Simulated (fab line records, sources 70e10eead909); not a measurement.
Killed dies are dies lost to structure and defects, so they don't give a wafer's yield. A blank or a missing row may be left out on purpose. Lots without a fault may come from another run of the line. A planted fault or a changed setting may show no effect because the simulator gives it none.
Which tool did it? | flow nand_harc | 11 lots, 33 wafers sampled, at 6 steps of a route of 1159

WHAT THE GAUGES READ, wafer by wafer
NHARC_A_SGD_CUT_THK_MEAS_22: measures by ellipsometry.
lot  | measured     | on            | thk_nm (nm)
L339 | day 14 14:35 | film_metro-01 | 145.5 145.4 146.4
L340 | day 14 14:35 | film_metro-02 | 149.5 150.4 149.0
L341 | day 15 20:04 | film_metro-01 | 147.9 146.5 144.6
L343 | day 16 01:07 | film_metro-02 | 147.2 145.6 147.6
L345 | day 16 14:34 | film_metro-02 | 149.6 147.2 148.9
L348 | day 18 08:56 | film_metro-02 | 105.9 104.5 148.8 103.6 102.3 146.0
L349 | day 18 09:05 | film_metro-01 | 147.5 145.6 147.1
L355 | day 18 09:05 | film_metro-02 | 147.8 147.3 147.9
L353 | day 19 00:38 | film_metro-01 | 104.9 148.1 102.9 103.1 149.9 105.9
L358 | day 19 23:02 | film_metro-02 | 147.7 147.1 146.8
L357 | day 19 23:02 | film_metro-01 | 149.9 150.1 149.7

WHICH TOOL RAN EACH LOT (tool, then ch and the chambers of the sampled wafers, then the start)
lot  | NHARC_A_SGD_CUT_DESCUM_14          | NHARC_A_SGD_CUT_ETCH_16                       | NHARC_A_SGD_CUT_STRIP_17                      | NHARC_A_SGD_CUT_DEP_20       | NHARC_A_SGD_CUT_CMP_21
L339 | rie_diel-04 ch 0,2, day 14 08:40   | rie_diel-04 ch 0,2, day 14 09:48 or earlier   | rie_diel-04 ch 0,1, day 14 09:48 or earlier   | fcvd-02 ch 0,1, day 14 09:48 | cmp-02 ch 0,1,3, day 14 14:20
L340 | rie_diel-02 ch 2,3, day 14 10:08   | rie_diel-02 ch 0,1,3, day 14 11:25 or earlier | rie_diel-02 ch 0,1,3, day 14 11:25 or earlier | fcvd-01 ch 0,1, day 14 11:25 | cmp-04 ch 1,2,3, day 14 14:20
L341 | rie_diel-04 ch 0,1,3, day 15 13:58 | rie_diel-04 ch 0,1,2, day 15 15:06 or earlier | rie_diel-04 ch 0,2,3, day 15 15:06 or earlier | fcvd-01 ch 0,1, day 15 15:06 | cmp-02 ch 1,2,3, day 15 19:50
L343 | rie_diel-01 ch 1,3, day 15 18:24   | rie_diel-01 ch 0,1,2, day 15 19:36 or earlier | rie_diel-01 ch 0,1,3, day 15 19:36 or earlier | fcvd-02 ch 0,1, day 15 19:36 | cmp-02 ch 1,2, day 16 00:52
L345 | rie_diel-02 ch 0,2,3, day 16 09:24 | rie_diel-02 ch 0,1,2, day 16 10:31 or earlier | rie_diel-02 ch 0,1,3, day 16 10:31 or earlier | fcvd-02 ch 0,1, day 16 10:31 | cmp-04 ch 1,2,3, day 16 14:20
L348 | rie_diel-02 ch 0,2,3, day 17 21:08 | rie_diel-02 ch 1,2, day 17 22:14 or earlier   | rie_diel-02 ch 0,3, day 17 22:14 or earlier   | fcvd-01 ch 0,1, day 17 22:14 | cmp-03 ch 1,2,3, day 18 08:43
L349 | rie_diel-01 ch 0,2,3, day 17 21:16 | rie_diel-01 ch 0,3, day 17 22:26 or earlier   | rie_diel-01 ch 1,2, day 17 22:26 or earlier   | fcvd-02 ch 0,1, day 17 22:26 | cmp-02 ch 1,3, day 18 08:51
L355 | rie_diel-04 ch 0,2,3, day 18 05:40 | rie_diel-04 ch 0,1,3, day 18 06:47 or earlier | rie_diel-04 ch 0,2,3, day 18 06:47 or earlier | fcvd-02 ch 0,1, day 18 06:47 | cmp-04 ch 0,1,3, day 18 08:50
L353 | rie_diel-02 ch 0,1,3, day 18 17:43 | rie_diel-02 ch 1,2,3, day 18 18:52 or earlier | rie_diel-02 ch 0,1,2, day 18 18:52 or earlier | fcvd-01 ch 0,1, day 18 18:52 | cmp-02 ch 0,1,3, day 19 00:23
L358 | rie_diel-04 ch 0,2,3, day 19 16:04 | rie_diel-04 ch 0,1,3, day 19 17:11 or earlier | rie_diel-04 ch 0,1,2, day 19 17:11 or earlier | fcvd-02 ch 0,1, day 19 17:11 | cmp-04 ch 0,2,3, day 19 22:48
L357 | rie_diel-02 ch 0,3, day 19 16:25   | rie_diel-02 ch 0,1,2, day 19 17:35 or earlier | rie_diel-02 ch 0,1, day 19 17:35 or earlier   | fcvd-02 ch 0,1, day 19 17:35 | cmp-03 ch 0,2, day 19 22:49
- NHARC_A_SGD_CUT_DESCUM_14: chemistry O2, time 3 s.
- NHARC_A_SGD_CUT_ETCH_16: etches the open film in C4F8/O2/Ar, target depth 310.5 nm, time 155.2 s.
- NHARC_A_SGD_CUT_STRIP_17: strips in O2.
- NHARC_A_SGD_CUT_DEP_20: deposits SiO2, target thk 150 nm.
- NHARC_A_SGD_CUT_CMP_21: polishes, target thk 148.19 nm.

WHAT THE TOOLS THEMSELVES READ (means of the sampled wafers that have a number; where no wafer has one, the mark that the record gives instead)
NHARC_A_SGD_CUT_DESCUM_14.
lot  | tool        | drypump_motor_current_A (A) | oes_product_au (a.u.) | rf_vpp_V (V) | showerhead_plenum_p_Torr (Torr) | throttle_valve_pct (%)
L339 | rie_diel-04 | 5.7                         | 1.004                 | 58.3         | 2.05                            | 11.313
L340 | rie_diel-02 | 5.9                         | 1.006                 | 58.5         | 1.81                            | 11.312
L341 | rie_diel-04 | 5.7                         | 1.008                 | 57.9         | 1.99                            | 11.310
L343 | rie_diel-01 | 5.5                         | 1.010                 | 57.6         | 1.85                            | 11.319
L345 | rie_diel-02 | 5.7                         | 0.998                 | 57.9         | 1.87                            | 11.315
L348 | rie_diel-02 | 5.7                         | 1.012                 | 57.0         | 1.86                            | 11.302
L349 | rie_diel-01 | 5.7                         | 1.004                 | 57.3         | 1.89                            | 11.306
L355 | rie_diel-04 | 5.9                         | 0.997                 | 57.6         | 1.99                            | 11.317
L353 | rie_diel-02 | 5.9                         | 1.000                 | 57.1         | 1.83                            | 11.323
L358 | rie_diel-04 | 5.9                         | 1.005                 | 58.5         | 1.99                            | 11.319
L357 | rie_diel-02 | 6.0                         | 1.005                 | 57.1         | 1.82                            | 11.312

NHARC_A_SGD_CUT_ETCH_16.
lot  | tool        | oes_product_au (a.u.) | rf_vpp_V (V)
L339 | rie_diel-04 | 0.986                 | 730
L340 | rie_diel-02 | 0.962                 | 718
L341 | rie_diel-04 | 0.947                 | 731
L343 | rie_diel-01 | 0.974                 | 725
L345 | rie_diel-02 | 0.959                 | 721
L348 | rie_diel-02 | 0.985                 | 719
L349 | rie_diel-01 | 0.973                 | 721
L355 | rie_diel-04 | 0.981                 | 728
L353 | rie_diel-02 | 0.970                 | 718
L358 | rie_diel-04 | 0.990                 | 726
L357 | rie_diel-02 | 0.992                 | 721

NHARC_A_SGD_CUT_STRIP_17.
lot  | tool        | drypump_motor_current_A (A) | oes_product_au (a.u.) | rf_vpp_V (V) | showerhead_plenum_p_Torr (Torr) | throttle_valve_pct (%)
L339 | rie_diel-04 | 5.4                         | 0.993                 | 58.4         | 3.74                            | 17.034
L340 | rie_diel-02 | 5.9                         | 1.000                 | 58.0         | 3.40                            | 17.040
L341 | rie_diel-04 | 5.9                         | 1.001                 | 58.4         | 3.67                            | 17.037
L343 | rie_diel-01 | 5.9                         | 1.005                 | 59.0         | 3.49                            | 17.035
L345 | rie_diel-02 | 5.9                         | 1.002                 | 57.5         | 3.40                            | 17.034
L348 | rie_diel-02 | 6.0                         | 1.004                 | 57.3         | 3.38                            | 17.044
L349 | rie_diel-01 | 5.3                         | 1.010                 | 58.6         | 3.58                            | 17.028
L355 | rie_diel-04 | 5.9                         | 0.999                 | 58.4         | 3.67                            | 17.036
L353 | rie_diel-02 | 5.6                         | 1.001                 | 57.6         | 3.45                            | 17.046
L358 | rie_diel-04 | 5.6                         | 1.002                 | 58.3         | 3.75                            | 17.039
L357 | rie_diel-02 | 5.9                         | 0.998                 | 58.1         | 3.40                            | 17.041

NHARC_A_SGD_CUT_CMP_21.
lot  | tool   | motor_current_A (A) | time_to_endpoint_s (s)
L339 | cmp-02 | 12.3                | 48
L340 | cmp-04 | 12.4                | 56
L341 | cmp-02 | 11.2                | 48
L343 | cmp-02 | 12.8                | 45
L345 | cmp-04 | 12.7                | 57
L348 | cmp-03 | 11.3                | 40
L349 | cmp-02 | 10.4                | 46
L355 | cmp-04 | 11.9                | 55
L353 | cmp-02 | 12.5                | 35
L358 | cmp-04 | 12.5                | 48
L357 | cmp-03 | 10.7                | 53

THE ANSWER, worked out from the rows above alone
Rule: what is usual is taken from the lots themselves. Put in order of their means at a reading, lots are off if they are a third of the lots or fewer, leave a main group of 4 or more, and stand apart from it by a gap of 3 or more times the standard deviation of the main group's means; of several such gaps the widest counts. A main group whose means are all the same, to the digits that the tables above print for the reading, isn't used. A lot without any number at a reading at which 4 lots or more have one is off too. The other lots that the step has rows for count as sound. The gauges are gone through in route order, then the tools' own readings, and for those a lot's mean is taken as printed above. The first step at which some lot is off is used, and at that step the reading that is off furthest; a lot without a number counts as furthest.
Off: L348, L353, at NHARC_A_SGD_CUT_THK_MEAS_22 (thk_nm). The main group: mean 147.6 nm, standard deviation 1.4.
A tool fits if, at a process step before that reading, it ran every lot that is off, and no sound lot after the first of them. The gauges at NHARC_A_SGD_CUT_THK_MEAS_22 are tried like those tools. NHARC_A_SGD_CUT_ETCH_16 gives no start for some lots, so the hours and the order of its lots are those of NHARC_A_SGD_CUT_DEP_20. NHARC_A_SGD_CUT_STRIP_17 gives no start for some lots, so the hours and the order of its lots are those of NHARC_A_SGD_CUT_DEP_20. One fits: fcvd-01 at NHARC_A_SGD_CUT_DEP_20. Its last sound lot is L341 (day 15 15:06), its first lot that is off L348 (day 17 22:14): a fault that began between those two fits.

WHAT THE SIMULATOR HAD PUT IN
Process parameter drift: fcvd-01, from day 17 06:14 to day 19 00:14, at NHARC_A_SGD_CUT_DEP_20. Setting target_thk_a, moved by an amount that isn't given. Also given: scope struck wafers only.
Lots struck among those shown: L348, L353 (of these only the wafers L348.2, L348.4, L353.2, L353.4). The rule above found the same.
